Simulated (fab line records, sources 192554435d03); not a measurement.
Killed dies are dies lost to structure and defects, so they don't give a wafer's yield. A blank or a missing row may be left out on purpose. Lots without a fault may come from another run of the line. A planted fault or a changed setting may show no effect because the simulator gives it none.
A struck lot beside a sound one | flow n5_finfet | 36 steps out of a route of 1938
Sound: wafers L671.1, L671.2, L671.5. Struck: wafers L674.1, L674.2, L674.5. The cause comes at the end.
At each step with rows: each side's tool, then ch and its chambers, then its first start. Under that, the readings that differ: sound wafers | struck wafers | difference of the means | sigmas: that difference in standard deviations of wafers without a fault.
alike: readings whose means differ by less than 2 such deviations, and words and numbers that are the same on both sides. not compared: withheld readings, readings that some wafer has no value for, bounds like >300 that may hide the same value, and numbers for which the record gives no deviation and whose values overlap.
The two part at a step that has a row with sigmas, a row that says differs or no value, or rows on one side only. Numbers that don't overlap but have no deviation are shown without sigmas and don't part them. A reading that every wafer of one side lacks parts them only if that side has two wafers or more.

first, 9 steps without rows for these wafers: N5_BEOL_M4_ANNEAL_95 (time 240 s); N5_BEOL_M4_SPUTTER_96 (material Cu, target thk 4.5 nm, time 8.29 s); N5_BEOL_M4_ECD_50 (material Cu, target thk 300 nm); N5_BEOL_M4_ANNEAL_51 (time 90 s); N5_BEOL_M4_CMP_52 (polishes, stops on SiOC, t overpolish 6.8 s, target thk 40 nm); N5_BEOL_M4_PRE_CLEAN_60 (time 15 s); N5_BEOL_M4_CO_CAP_55 (material Co, precursor CCTBA/H2, target thk 2 nm, time 102.1 s); N5_BEOL_M4_PRE_CLEAN_56 (time 15 s); N5_BEOL_M4_DEP_57 (deposits SiCN from 3MS/NH3, target thk 8 nm, time 14 s).
N5_BEOL_M4_RC_MEAS_101:
  sound on prober-01 ch 0, day 13 05:17; struck on prober-01 ch 0, day 14 02:08
  alike: DIBL_N, DIBL_P, IOFF_N, IOFF_P, ION_N, ION_P, SS_N, SS_P, VT_N, VT_P
then, 24 steps without rows for these wafers: N5_BEOL_M5_ILD_DEP_00 (deposits SiCOH lowk from DEMS/porogen, target thk 140.64 nm, time 25.9 s); N5_BEOL_M5_CURE_79 (cures SiCOH lowk, time 240 s); N5_BEOL_M5_PECVD_70 (deposits SiO2 from TEOS/O2, target thk 16 nm, time 18 s); N5_BEOL_M5_HM_DEP_02 (deposits TiN, target thk 20 nm); N5_BEOL_M5_COAT_59 (time 60 s, resist thk 60 nm); N5_BEOL_M5_COAT_60 (time 60 s, resist thk 12 nm); N5_BEOL_M5_COAT_71 (time 60 s, resist thk 5 nm); N5_BEOL_M5_COAT_05 (resist thk 30 nm); N5_BEOL_M5_EBR_07; N5_BEOL_M5_SOFTBAKE_06 (time 60 s); N5_BEOL_M5_EXPOSE_08 (exposes mask M5, target cd 28 nm); N5_BEOL_M5_PEB_09 (peb time 60 s); N5_BEOL_M5_DEVELOP_10 (develop time 30 s); N5_BEOL_M5_DESCUM_16 (chemistry O2, time 7 s); N5_BEOL_M5_ETCH_72 (etches underlayer in N2/H2, target depth 6.5 nm, time 5.2 s); N5_BEOL_M5_ETCH_61 (etches SiARC in CF4, target depth 15.6 nm, time 26 s); N5_BEOL_M5_ETCH_62 (etches SOC in N2/H2, target depth 75 nm, overetch 15 nm, time 112.5 s); N5_BEOL_M5_STRIP_63 (strips in N2/H2); N5_BEOL_M5_STRIP_73 (strips in N2/H2); N5_BEOL_M5_STRIP_64 (strips in CF4); N5_BEOL_M5_HM_OPEN_17 (chemistry Cl2/BCl3, target TiN, target depth 20 nm, overetch 6 nm); N5_BEOL_M5_STRIP_19 (strips in O2); N5_BEOL_M5_COAT_65 (time 60 s, resist thk 60 nm); N5_BEOL_M5_COAT_66 (time 60 s, resist thk 12 nm).
N5_BEOL_M6_PECVD_70: deposits SiO2 from TEOS/O2, target thk 20 nm, time 22.7 s.
  sound on pecvd-03 ch 0,2, day 13 22:50; struck on pecvd-03 ch 0,1,2, day 14 14:49
  no value came back on the struck wafers for any of 5 readings (chamber_pressure_Torr (Torr), heater_power_outer_w (W) and others); on the sound wafers chamber_pressure_Torr (Torr) reads 5.500 5.512 5.506
-- the record jumps here: 4 days lie between the struck wafers' starts before and after (it left off in module BEOL_M6 and takes up again in module PASSIVATION, whose first step shown is number 1936 of the route) --
N5_PASSIVATION_PROBE_49:
  sound on prober-02, day 18 02:57; struck on prober-01, day 18 06:07
  reading                  | sound          | struck         | difference | sigmas
  defect_limited_yield (%) | 90.8 90.3 92.3 | 61.8 66.3 65.2 | -26.7      | -19
  killed_at_M4_up          | 10 5 6         | 364 330 314    | +329       | +61
  killed_dies              | 109 115 91     | 451 398 411    | +315       | +19
  killed_on_rim            | 11 9 17        | 59 16 83       | +40        | +10
  sort_bin_5_function (%)  | 5.3 5.7 5.1    | 34.8 30.6 30.8 | +26.7      | +30
  sort_n_pass              | 1071 1065 1089 | 729 782 769    | -315       | -19
  sort_yield_pct (%)       | 90.8 90.3 92.3 | 61.8 66.3 65.2 | -26.7      | -19
  alike: killed_at_M0_to_M3, killed_at_contacts, killed_at_front_end, killed_at_other, killed_open, killed_short, sort_bin_6_memory

WHERE THEY PART
First at N5_BEOL_M6_PECVD_70; last, within this record, at N5_PASSIVATION_PROBE_49.

WHY: what the simulator had put in
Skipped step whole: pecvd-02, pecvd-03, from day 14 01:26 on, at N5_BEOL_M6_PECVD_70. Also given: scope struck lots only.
